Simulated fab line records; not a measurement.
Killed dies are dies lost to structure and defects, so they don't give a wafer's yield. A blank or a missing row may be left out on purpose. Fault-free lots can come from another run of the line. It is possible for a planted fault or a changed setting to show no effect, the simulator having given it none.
Comparing a struck lot with a sound one || flow nandHarc || 41 steps out of a route of 1302
Sound: wafers L796.1, L796.4, L796.6. Struck: wafer L808.2. (L808.3, L808.4 of the same lot were not struck and are left out.) The cause comes at the end.
Each step with rows lists, per side, the tool, then ch with its chambers, then its first start. Under that, the readings that differ: sound wafers || struck wafers || difference of the means || sigmas: that difference in standard deviations of wafers without a fault.
alike: same words and numbers on both sides, and readings whose means sit less than 2 such deviations apart. not compared: any withheld reading, any reading some wafer has no value for, any bound like >300 that may hide the same value, and any number with overlapping values for which the record gives no deviation.
The two part at a step that has a row with sigmas, a row that says differs or no value, or rows on one side only. When numbers do not overlap yet have no deviation, they are printed without sigmas and do not part them. A reading missing from all wafers of one side parts the sides only when that side holds two or more wafers.

NHARC_P_M1_OVL_MEAS_10: pitch 260 nm.
  sound on overlay-01, day 6 09:28; struck on overlay-01, day 11 16:02
  alike: overlayXNm, overlayYNm
NHARC_P_M1_INSPECT_11:
  sound on defectInspect-02, day 6 09:30; struck on defectInspect-02, day 11 16:04
  alike: rawDefectCount
NHARC_P_M1_DESCUM_14: chemistry O2, time 3 s.
  sound on rieDiel-05 ch 0,1,2, day 6 09:34; struck on rieDiel-02 ch 3, day 11 16:08
  alike: drypumpMotorCurrentA, oesProductAu, rfVppV, showerheadPlenumPTorr, throttleValvePct
  not compared: rfHoursCounterH
then, 2 steps without rows for these wafers: NHARC_P_M1_ETCH_35 (etches the open film in N2/H2, target depth 40 nm, overetch 12 nm, time 43.94 s); NHARC_P_M1_ETCH_15 (etches the open film in C4F8/Ar, target depth 182.5 nm, time 91.2 s).
NHARC_P_M1_CD_MEAS_16:
  sound on cdSem-01, day 6 09:52; struck on cdSem-02, day 11 16:27
  alike: cdNm
then, 3 steps without rows for these wafers: NHARC_P_M1_STRIP_18 (strips in N2/H2); NHARC_P_M1_ETCH_28 (etches the open film in CF4/N2, target depth 30 nm, time 72.99 s); NHARC_P_M1_STRIP_19 (strips in post etch residue remover, time 600 s).
NHARC_P_M1_DEGAS_29: time 60 s.
  sound on pvdSputter-02, day 6 10:38; struck on pvdSputter-03, day 11 17:10
  alike: heaterPowerW
then, 2 steps without rows for these wafers: NHARC_P_M1_PRE_CLEAN_30 (time 30 s); NHARC_P_M1_PVD_20 (deposits TaN, target thk 5 nm, time 8.06 s).
NHARC_P_M1_PVD_21: deposits Cu, target thk 30 nm, time 20.49 s.
  sound on pvdSputter-02, day 6 10:52; struck on pvdSputter-03, day 11 17:24
  alike: throttleValvePct
then, 2 steps without rows for these wafers: NHARC_P_M1_ECD_22 (material Cu, target thk 400 nm); NHARC_P_M1_ANNEAL_31 (time 90 s).
NHARC_P_M1_CMP_23: polishes, t overpolish 20 s, target thk 157.82 nm.
  sound on cmp-02 ch 0,3, day 6 11:43; struck on cmp-04 ch 1, day 11 18:15
  alike: edgeZonePressureFrac, motorCurrentA, timeToEndpointS
following that, these wafers have no rows for 1 step: NHARC_P_M1_SRD_25.
NHARC_P_M1_INSPECT_27:
  sound on defectInspect-02, day 6 12:16; struck on defectInspect-01, day 11 18:43
  alike: rawDefectCount
then, 1 step without rows for these wafers: NHARC_P_M1_PRE_CLEAN_32 (time 12 s).
NHARC_P_M1_DEP_33: deposits SiCN, target thk 30 nm.
  sound on pecvd-04 ch 0,1, day 6 12:30; struck on pecvd-02 ch 0, day 11 18:52
  alike: heaterPowerW
then, 10 steps without rows for these wafers: NHARC_P_M2_DEP_00 (deposits SiOC, target thk 182.5 nm); NHARC_P_M2_DEHYDRATE_01 (time 120 s); NHARC_P_M2_HMDS_02 (time 30 s); NHARC_P_M2_COAT_34 (time 65 s); NHARC_P_M2_COAT_03 (resist thk 90 nm); NHARC_P_M2_SOFTBAKE_04 (time 55 s); NHARC_P_M2_EBR_05; NHARC_P_M2_EXPOSE_06 (exposes mask P M2, target cd 170 nm); NHARC_P_M2_PEB_07 (peb time 65 s); NHARC_P_M2_DEVELOP_08 (develop time 35 s).
NHARC_P_M2_CD_MEAS_09: the cd target is 170 nm.
  the record has rows for the sound wafers here (cdSem-03 ch 0, day 6 13:40) and none for the struck ones
NHARC_P_M2_OVL_MEAS_10: pitch 340 nm.
  rows exist in the record for the sound wafers here (overlay-01, day 6 13:44), none for the struck ones
NHARC_P_M2_INSPECT_11:
  rows exist in the record for the sound wafers here (defectInspect-02, day 6 13:47), none for the struck ones
NHARC_P_M2_DESCUM_14: chemistry O2, time 3 s.
  the record has rows for the sound wafers here (rieDiel-08 ch 0,1, day 6 13:50) and none for the struck ones
then, 2 steps without rows for these wafers: NHARC_P_M2_ETCH_35 (etches the open film in N2/H2, target depth 40 nm, overetch 12 nm, time 43.94 s); NHARC_P_M2_ETCH_15 (etches the open film in C4F8/Ar, target depth 182.5 nm, time 91.2 s).
NHARC_P_M2_CD_MEAS_16:
  rows exist in the record for the sound wafers here (cdSem-02, day 6 14:09), none for the struck ones
then, 3 steps without rows for these wafers: NHARC_P_M2_STRIP_18 (strips in N2/H2); NHARC_P_M2_ETCH_28 (etches the open film in CF4/N2, target depth 30 nm, time 72.99 s); NHARC_P_M2_STRIP_19 (strips in post etch residue remover, time 600 s).
-- record jumps: 18 days between struck wafers' starts before vs after; left off in module P_M2, resumes in module END, first step shown is number 1302 of the route --
NHARC_END_SORT_01:
  sound on prober-01 ch 0, day 24 06:25; struck on prober-01 ch 0, day 30 03:59
{"reading": "defectLimitedYield (%)", "sound": "87.0 87.9 88.5", "struck": 0, "difference": -88, "sigmas": -37}
{"reading": "killedAtPeriphery", "sound": "5 5 6", "struck": 627, "difference": "+622", "sigmas": "+99 or more"}
{"reading": "killedDies", "sound": "88 82 78", "struck": 677, "difference": "+594", "sigmas": "+35"}
  alike: killedAtArray, killedAtOther, killedOpen, killedShort

WHERE THEY PART
First at NHARC_P_M2_CD_MEAS_09; last, within this record, at NHARC_END_SORT_01.

WHY: what had been put in by the simulator
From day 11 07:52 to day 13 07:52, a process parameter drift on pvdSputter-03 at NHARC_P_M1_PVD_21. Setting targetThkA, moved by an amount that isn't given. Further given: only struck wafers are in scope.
